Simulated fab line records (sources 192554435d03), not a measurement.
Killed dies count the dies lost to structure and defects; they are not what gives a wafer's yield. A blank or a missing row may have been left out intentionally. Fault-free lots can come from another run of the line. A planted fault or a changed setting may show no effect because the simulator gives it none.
Split-lot trial | flow n5-finfet | 21 wafers read across 7 lots, on a route 1938 steps long

## SPLIT DETAILS
At N5_BEOL_M12_ETCH_68 (etches SOC in N2/H2, time 285 s), the setting time-s was moved away from the recipe's 285 s on 5 of the 21 wafers read, by -17.6% to +12.9%. This setting was run at the recipe's value on the other wafers.

The reading comes from the split's own step.

## THE READING
SiARC_of_BEOL_M12_COAT_66.thk-nm (the simulator's own value, which no gauge read), in nm, at N5_BEOL_M12_ETCH_68 (etches SOC in N2/H2, time 285 s). There is no usual value for it anywhere in the file. Across the 16 wafers here that went through the recipe, the average is 85.7 nm and the standard deviation 0.53 nm.

wafer  | tool, chamber at the split | time-s as run, s | against the recipe | SiARC_of_BEOL_M12_COAT_66.thk-nm, nm | against lot-mates on the recipe
L074.1 | rie-diel-05, 1             | 285              | recipe             | 86.2                                 | -
L074.2 | rie-diel-05, 2             | 320.8            | +12.6%             | 82.4                                 | -3.8
L074.4 | rie-diel-05, 3             | 320.8            | +12.6%             | 82.2                                 | -4.0
L075.3 | rie-diel-01, 3             | 285              | recipe             | 86                                   | -
L075.4 | rie-diel-01, 0             | 285              | recipe             | 85.8                                 | -
L075.5 | rie-diel-01, 2             | 285              | recipe             | 86.2                                 | -
L076.1 | rie-diel-02, 2             | 285              | recipe             | 86.2                                 | -
L076.4 | rie-diel-02, 1             | 285              | recipe             | 86.6                                 | -
L076.5 | rie-diel-02, 1             | 311.7            | +9.4%              | 84.4                                 | -2.0
L077.1 | rie-diel-05, 3,2           | 285              | recipe             | 85                                   | -
L077.3 | rie-diel-05, 3,2           | 285              | recipe             | 85                                   | -
L077.6 | rie-diel-05, 1             | 285              | recipe             | 85.6                                 | -
L080.4 | rie-diel-01, 3             | 285              | recipe             | 85.2                                 | -
L080.5 | rie-diel-01, 2             | 321.9            | +12.9%             | 83.2                                 | -2.1
L080.6 | rie-diel-01, 1             | 285              | recipe             | 85.4                                 | -
L083.1 | rie-diel-01, 1             | 285              | recipe             | 84.8                                 | -
L083.2 | rie-diel-01, 3             | 234.7            | -17.6%             | 89.6                                 | +4.3
L083.6 | rie-diel-01, 0             | 285              | recipe             | 85.8                                 | -
L090.4 | rie-diel-01, 2,0           | 285              | recipe             | 86.2                                 | -
L090.6 | rie-diel-01, 2,0           | 285              | recipe             | 86.2                                 | -
L090.5 | rie-diel-01, 3             | 285              | recipe             | 85.2                                 | -
When a row names more than one chamber, that row covers several wafers, and the file does not tell which wafer ran in which chamber.

FIT RESULTS
A straight line over all 21 wafers: SiARC_of_BEOL_M12_COAT_66.thk-nm changes by -0.226 nm for each +1% of time-s; r = -0.94; the points scatter about the line by 0.56 nm.
The same after taking each lot's own level away (the mean of its wafers on the recipe; 21 wafers): -0.249 nm for each +1%; r = -0.96; scatter 0.47 nm.
Per that fit: largest time-s move, reading shift of 4.4 nm.
From 85.20 to 86.40 nm: that is the span of the lots' own levels, equal to 2.2 times the standard deviation above.
The two slopes agree, so the slope changes little with the lot-to-lot level.
Check: with one of the wafers moved furthest among these (-17.6%) left out of the fit, the line predicts +4.46 nm for it against its lot-mates. Against them it came out at +4.3 nm.

## OTHER SPLITS ON THESE WAFERS
These wafers also went through other splits before the reading. Each is held against what the fit with the lots' levels taken away leaves over:
other split on the same wafers | wafers away from the commonest value | r with SiARC_of_BEOL_M12_COAT_66.thk-nm (lot level and that fit taken away)
N5_BEOL_M11_COAT_05 spin-rpm   | 7                                    | +0.06

## THE FILE'S OWN FIT
SiARC_of_BEOL_M12_COAT_66.thk-nm changes by -0.236 nm for each +1% of time-s, r = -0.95.
